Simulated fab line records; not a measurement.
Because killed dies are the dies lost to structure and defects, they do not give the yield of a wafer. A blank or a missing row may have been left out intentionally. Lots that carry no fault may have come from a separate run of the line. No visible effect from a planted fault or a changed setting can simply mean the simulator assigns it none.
Check for tools in common -- flow n5_finfet -- 8 lots, 24 wafers sampled

WHY THIS WAS OPENED
On 2 of the 8 lots, a flag is raised at N5_SD_EPI_N_CD_MEAS_09 on the reading cd_nm. Wafers without a fault read 120.1 nm, standard deviation 0.61.
Rule: a lot is flagged when every wafer of it that has a number lies more than 4 standard deviations from that mean, or none has a number. The other lots count as sound.

lot,measured,on,"cd_nm (nm), wafer by wafer",flag
L763,day 3 08:36,cd_sem-01,121.0 119.5 120.1,
L765,day 3 19:12,cd_sem-03,119.1 119.3 118.6,
L771,day 5 08:02,cd_sem-02,124.7 124.4 124.5,FLAGGED
L772,day 5 16:32,cd_sem-01,123.5 123.2 122.9,FLAGGED
L775,day 6 05:28,cd_sem-03,120.3 120.6 120.6,
L777,day 6 18:59,cd_sem-03,120.8 120.9 120.5,
L784,day 8 14:35,cd_sem-02,119.5 120.1 120.2,
L785,day 8 17:29,cd_sem-03,119.7 119.1 119.9,
The mean of the flagged lots' numbers is 123.9 nm, +3.8 nm from the usual (+6 standard deviations).

WHICH TOOL EACH LOT WENT THROUGH
Before the reading, the record contains 3 process steps out of a 1938-step route. Every cell lists first the tool, next ch and the chambers used by the sampled wafers, and last the start.
lot,flag,N5_DUMMY_GATE_STRIP_41,N5_DUMMY_GATE_HM_OPEN_21,N5_SD_EPI_N_EXPOSE_06
L763,,"rie_diel-04 ch 0,1,2, day 3 07:01","rie_diel-04 ch 0,1,2, day 3 07:04","arfi_scanner-02 ch 0, day 3 08:28"
L765,,"rie_diel-04 ch 0,2, day 3 17:31","rie_diel-04 ch 0,2, day 3 17:34","arfi_scanner-01 ch 0, day 3 19:05"
L771,FLAGGED,"rie_diel-06 ch 0,3, day 5 06:16","rie_diel-06 ch 0,3, day 5 06:19","arfi_scanner-03 ch 0, day 5 07:55"
L772,FLAGGED,"rie_diel-05 ch 0,2,3, day 5 13:53","rie_diel-05 ch 0,2,3, day 5 13:55","arfi_scanner-03 ch 0, day 5 16:25"
L775,,"rie_diel-04 ch 0,1,2, day 6 03:46","rie_diel-04 ch 0,1,2, day 6 03:48","arfi_scanner-02 ch 0, day 6 05:20"
L777,,"rie_diel-05 ch 0,1, day 6 17:16","rie_diel-05 ch 0,1, day 6 17:18","arfi_scanner-01 ch 0, day 6 18:52"
L784,,"rie_diel-06 ch 0,3, day 8 10:46","rie_diel-06 ch 0,3, day 8 10:49","arfi_scanner-01 ch 0, day 8 14:28"
L785,,"rie_diel-05 ch 0,2, day 8 15:25","rie_diel-05 ch 0,2, day 8 15:27","arfi_scanner-02 ch 0, day 8 17:22"
What these steps do:
- N5_DUMMY_GATE_STRIP_41: strips in O2.
- N5_DUMMY_GATE_HM_OPEN_21: chemistry CH3F/O2, target SiNx, target depth 120 nm, time 171.4 s.
- N5_SD_EPI_N_EXPOSE_06: exposes mask SD N BLK, target cd 120 nm.
- N5_SD_EPI_N_CD_MEAS_09: target cd 120 nm.

FLAGGED AGAINST TOTAL, ONE TOOL AT A TIME (gauges that did the reading follow at the end)
step,tool,lots run,flagged,share of the flagged lots,sound lots run after its first flagged lot
N5_DUMMY_GATE_STRIP_41,rie_diel-04,3,0,none,-
N5_DUMMY_GATE_STRIP_41,rie_diel-05,3,1,some,"2 (L777,L785)"
N5_DUMMY_GATE_STRIP_41,rie_diel-06,2,1,some,1 (L784)
N5_DUMMY_GATE_HM_OPEN_21,rie_diel-04,3,0,none,-
N5_DUMMY_GATE_HM_OPEN_21,rie_diel-05,3,1,some,"2 (L777,L785)"
N5_DUMMY_GATE_HM_OPEN_21,rie_diel-06,2,1,some,1 (L784)
N5_SD_EPI_N_EXPOSE_06,arfi_scanner-01,3,0,none,-
N5_SD_EPI_N_EXPOSE_06,arfi_scanner-02,3,0,none,-
N5_SD_EPI_N_EXPOSE_06,arfi_scanner-03,2,2,all,0
N5_SD_EPI_N_CD_MEAS_09,cd_sem-01,2,1,some,0
N5_SD_EPI_N_CD_MEAS_09,cd_sem-02,2,1,some,1 (L784)
N5_SD_EPI_N_CD_MEAS_09,cd_sem-03,4,0,none,-

WHAT THE TABLE PERMITS
In the table, 1 row covers all flagged lots: arfi_scanner-03 at N5_SD_EPI_N_EXPOSE_06.
- arfi_scanner-03 at N5_SD_EPI_N_EXPOSE_06 ran 2 lots, 2 of them flagged. It ran no sound lot before its first flagged lot in this sample, so the start can't be narrowed down. Its own readings lie more than 4 standard deviations out on every wafer of the flagged lots: exposure_dose_mJ_cm2.
One tool is left: arfi_scanner-03 at N5_SD_EPI_N_EXPOSE_06.

WHAT THE SIMULATOR HAD PUT IN
Process parameters drifting: arfi_scanner-03 at N5_SD_EPI_N_EXPOSE_06, beginning at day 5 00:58. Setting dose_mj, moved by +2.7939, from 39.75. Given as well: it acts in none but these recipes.
Shown lots that were struck: L771, L772. The rule above reached the same finding.
